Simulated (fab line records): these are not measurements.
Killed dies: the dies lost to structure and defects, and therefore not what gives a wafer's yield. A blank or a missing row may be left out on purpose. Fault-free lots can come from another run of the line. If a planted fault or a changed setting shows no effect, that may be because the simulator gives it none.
Matching of chambers + flow n5 finfet + 3 sister chambers for N5_BEOL_M2_DEP_57 on pecvd-02
The step deposits SiCN from 3MS/NH3, target thk 8 nm, time 14 s. 22 wafers are shown with their chamber, then 11 later ones without.

== WAFERS WITH THEIR CHAMBER ==
| wafer  | chamber | showerhead plenum p Torr (Torr) | throttle valve pct (%) | chamber pressure Torr (Torr) |
|--------|---------|---------------------------------|------------------------|------------------------------|
| L074.2 | 0       | 3.674                           | 9.28                   | 2.994                        |
| L074.3 | 1       | 3.645                           | 9.00                   | 3.002                        |
| L074.4 | 0       | 3.678                           | 9.06                   | 2.994                        |
| L076.2 | 0       | 3.659                           | 9.12                   | 3.000                        |
| L076.3 | 2       | 3.664                           | 9.55                   | 2.999                        |
| L076.6 | 1       | 3.650                           | 9.33                   | 3.002                        |
| L078.2 | 2       | 3.644                           | 9.29                   | 2.998                        |
| L078.3 | 1       | 3.652                           | 9.35                   | 2.996                        |
| L078.4 | 2       | 3.654                           | 9.35                   | 2.998                        |
| L079.1 | 1       | 3.662                           | 9.09                   | 3.006                        |
| L079.2 | 2       | 3.656                           | 9.28                   | 3.003                        |
| L079.6 | 2       | 3.658                           | 9.52                   | 2.990                        |
| L080.1 | 1       | 3.649                           | 9.27                   | 2.991                        |
| L080.3 | 0       | 3.675                           | 9.52                   | 3.019                        |
| L080.4 | 0       | 3.677                           | 9.20                   | 3.010                        |
| L081.1 | 0       | 3.675                           | 9.28                   | 2.999                        |
| L081.3 | 1       | 3.660                           | 9.23                   | 2.995                        |
| L081.6 | 1       | 3.667                           | 9.35                   | 2.990                        |
| L086.2 | 0       | 3.678                           | 9.36                   | 2.999                        |
| L086.3 | 0       | 3.676                           | 9.60                   | 2.995                        |
| L086.6 | 1       | 3.646                           | 9.13                   | 3.005                        |
| L087.3 | 0       | 3.671                           | 9.32                   | 3.005                        |

SIGNATURES (means of the wafers above)
| reading                  | chamber 0 | chamber 1 | chamber 2 | scatter within a chamber |
|--------------------------|-----------|-----------|-----------|--------------------------|
| showerhead plenum p Torr | 3.67367   | 3.65388   | 3.65520   | 0.00708                  |
| throttle valve pct       | 9.3044    | 9.2188    | 9.3980    | 0.151                    |
| chamber pressure Torr    | 3.00167   | 2.99837   | 2.99760   | 0.00696                  |
Rule: a wafer lies at a distance from a chamber equal to the root of the sum of squares, over the readings, of (its reading less the chamber's mean, divided by the reading's scatter). If the next closest chamber is less than 2 further off than the closest, the wafer can't be placed; otherwise it belongs to the closest. How the scatter is found: for the shown wafers, subtract from each reading the mean of its chamber, square and add these, divide the total by (wafers less chambers), then take the root.

== WAFERS WITHOUT THEIR CHAMBER ==
| wafer  | showerhead plenum p Torr (Torr) | throttle valve pct (%) | chamber pressure Torr (Torr) |
|--------|---------------------------------|------------------------|------------------------------|
| L087.5 | 3.674                           | 9.44                   | 3.003                        |
| L087.6 | 3.656                           | 9.12                   | 3.000                        |
| L094.3 | 3.670                           | 9.41                   | 3.005                        |
| L094.4 | 3.654                           | 9.07                   | 3.001                        |
| L094.6 | 3.666                           | 9.32                   | 3.000                        |
| L095.2 | 3.675                           | 9.40                   | 3.003                        |
| L095.5 | 3.680                           | 9.50                   | 3.004                        |
| L095.6 | 3.649                           | 9.22                   | 3.000                        |
| L096.4 | 3.678                           | 9.43                   | 3.002                        |
| L096.5 | 3.645                           | 8.21                   | 3.002                        |
| L096.6 | 3.654                           | 9.06                   | 3.001                        |

== WHICH CHAMBER EACH WENT THROUGH ==
| wafer  | from the rows above          | in truth |
|--------|------------------------------|----------|
| L087.5 | can't be placed: 0 or 2      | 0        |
| L087.6 | can't be placed: 1 or 2      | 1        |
| L094.3 | can't be placed: 0 or 2 or 1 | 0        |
| L094.4 | can't be placed: 1 or 2      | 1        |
| L094.6 | can't be placed: 0 or 2 or 1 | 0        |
| L095.2 | 0                            | 0        |
| L095.5 | 0                            | 0        |
| L095.6 | can't be placed: 1 or 2      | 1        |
| L096.4 | 0                            | 0        |
| L096.5 | can't be placed: 1 or 2 or 0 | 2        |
| L096.6 | can't be placed: 1 or 2      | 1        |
3 of 11 placed correctly. Unplaceable from these rows: 8, with the true chamber sitting among the candidates in 8. 0 placed wrongly.
